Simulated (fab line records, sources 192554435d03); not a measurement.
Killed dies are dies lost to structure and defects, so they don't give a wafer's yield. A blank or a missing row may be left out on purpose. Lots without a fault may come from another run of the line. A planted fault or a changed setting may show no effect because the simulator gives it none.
Which tool did it? | flow n5_finfet | 12 lots, 36 wafers sampled, at 3 steps of a route of 1938

WHAT THE GAUGES READ, wafer by wafer
N5_BEOL_M7_CD_MEAS_35: target cd 40 nm.
lot  | measured     | on        | cd_nm (nm)
L075 | day 9 13:50  | cd_sem-02 | 39.5 39.7 40.0
L077 | day 10 02:48 | cd_sem-01 | 40.2 40.8 40.7
L079 | day 10 15:40 | cd_sem-01 | 40.5 40.2 40.2
L081 | day 11 02:34 | cd_sem-03 | 39.6 39.9 40.1
L082 | day 11 09:06 | cd_sem-02 | 40.0 40.6 39.6
L086 | day 12 03:59 | cd_sem-01 | 39.6 39.4 39.9
L087 | day 12 18:31 | cd_sem-03 | 39.6 39.5 40.3
L090 | day 13 02:32 | cd_sem-03 | 39.6 39.8 39.4
L091 | day 15 07:53 | cd_sem-01 | 40.3 41.1 40.3
L095 | day 13 23:59 | cd_sem-02 | 40.3 39.7 39.7
L094 | day 14 10:11 | cd_sem-02 | 39.6 39.9 39.3
L097 | day 14 20:20 | cd_sem-01 | 40.6 41.2 41.6

WHICH TOOL RAN EACH LOT (tool, then ch and the chambers of the sampled wafers, then the start)
lot  | N5_BEOL_M7_ETCH_65                 | N5_BEOL_M7_STRIP_36
L075 | rie_diel-04 ch 0,1,2, day 9 13:19  | rie_diel-04 ch 0,1,2, day 9 13:29
L077 | rie_diel-05 ch 0,1, day 10 02:10   | rie_diel-05 ch 0,1, day 10 02:21
L079 | rie_diel-03 ch 0,2,3, day 10 15:01 | rie_diel-03 ch 0,2,3, day 10 15:12
L081 | rie_diel-04 ch 0,1,3, day 11 02:02 | rie_diel-04 ch 0,1,3, day 11 02:13
L082 | rie_diel-04 ch 0,2,3, day 11 08:34 | rie_diel-04 ch 0,2,3, day 11 08:45
L086 | rie_diel-03 ch 0,2,3, day 12 03:28 | rie_diel-03 ch 0,2,3, day 12 03:38
L087 | rie_diel-03 ch 1,3, day 12 17:48   | rie_diel-03 ch 1,3, day 12 18:10
L090 | rie_diel-05 ch 0,1,2, day 13 01:59 | rie_diel-05 ch 0,1,2, day 13 02:10
L091 | rie_diel-04 ch 0,3, day 13 09:01   | rie_diel-04 ch 0,3, day 13 09:12
L095 | rie_diel-03 ch 0,1,3, day 13 23:27 | rie_diel-03 ch 0,1,3, day 13 23:38
L094 | rie_diel-03 ch 1,2,3, day 14 09:40 | rie_diel-03 ch 1,2,3, day 14 09:50
L097 | rie_diel-05 ch 1,2,3, day 14 19:47 | rie_diel-05 ch 1,2,3, day 14 19:59
- N5_BEOL_M7_ETCH_65: etches SiARC in CF4, target depth 15.6 nm, time 26 s.
- N5_BEOL_M7_STRIP_36: strips in N2/H2.

THE ANSWER, worked out from the rows above alone
Rule: what is usual is taken from the lots themselves. Put in order of their means at a reading, lots are off if they are a third of the lots or fewer, leave a main group of 4 or more, and stand apart from it by a gap of 3 or more times the standard deviation of the main group's means; of several such gaps the widest counts. A main group whose means are all the same, to the digits that the tables above print for the reading, isn't used. A lot without any number at a reading at which 4 lots or more have one is off too. The other lots that the step has rows for count as sound.
No lot is off at any reading shown: from this, nothing can be told.

WHAT THE SIMULATOR HAD PUT IN
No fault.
